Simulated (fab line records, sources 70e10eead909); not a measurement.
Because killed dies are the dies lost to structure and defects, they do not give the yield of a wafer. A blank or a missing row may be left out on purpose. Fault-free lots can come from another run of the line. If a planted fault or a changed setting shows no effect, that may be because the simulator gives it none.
Chamber matching + flow nand_harc + NHARC_A_STAIRCASE_TRIM_187 on rie_diel-03: 4 sister chambers
The step chemistry O2, time 211.2 s. 4 wafers are shown with their chamber, then 8 later ones without.

## WAFERS PAIRED WITH THEIR CHAMBERS
| wafer  | chamber | drypump_motor_current_A (A) |
|--------|---------|-----------------------------|
| L119.4 | 1       | 5.6                         |
| L131.5 | 3       | 6.2                         |
| L131.6 | 2       | 6.4                         |
| L133.1 | 0       | 5.7                         |

## WAFERS WITHOUT THEIR CHAMBER
| wafer  | drypump_motor_current_A (A) |
|--------|-----------------------------|
| L133.2 | 5.6                         |
| L133.5 | 5.6                         |
| L134.1 | 5.7                         |
| L134.3 | 5.6                         |
| L134.5 | 6.2                         |
| L136.1 | 5.7                         |
| L136.2 | 6.5                         |
| L136.4 | 6.2                         |

## WHICH CHAMBER EACH WENT THROUGH
| wafer  | from the rows above | in truth |
|--------|---------------------|----------|
| L133.2 | 1                   | 1        |
| L133.5 | 1                   | 1        |
| L134.1 | 0                   | 0        |
| L134.3 | 1                   | 1        |
| L134.5 | 3                   | 3        |
| L136.1 | 0                   | 0        |
| L136.2 | 2                   | 2        |
| L136.4 | 3                   | 3        |
Correctly placed: 8 of 8. Not placeable from these rows: 0. Placed wrongly: 0.
How it was worked out, from the rows above alone: a wafer's distance from a chamber is the root of the sum, over the readings, of the square of ((its reading less the chamber's mean) divided by the reading's scatter). The wafer belongs to the nearest chamber; if the next one is less than 2 further off, it can't be placed. Each chamber's mean is taken over the wafers shown for it. The scatter (one wafer shown for each chamber): square how far every hidden wafer sits from the nearest shown wafer, average those squares and take the square root.
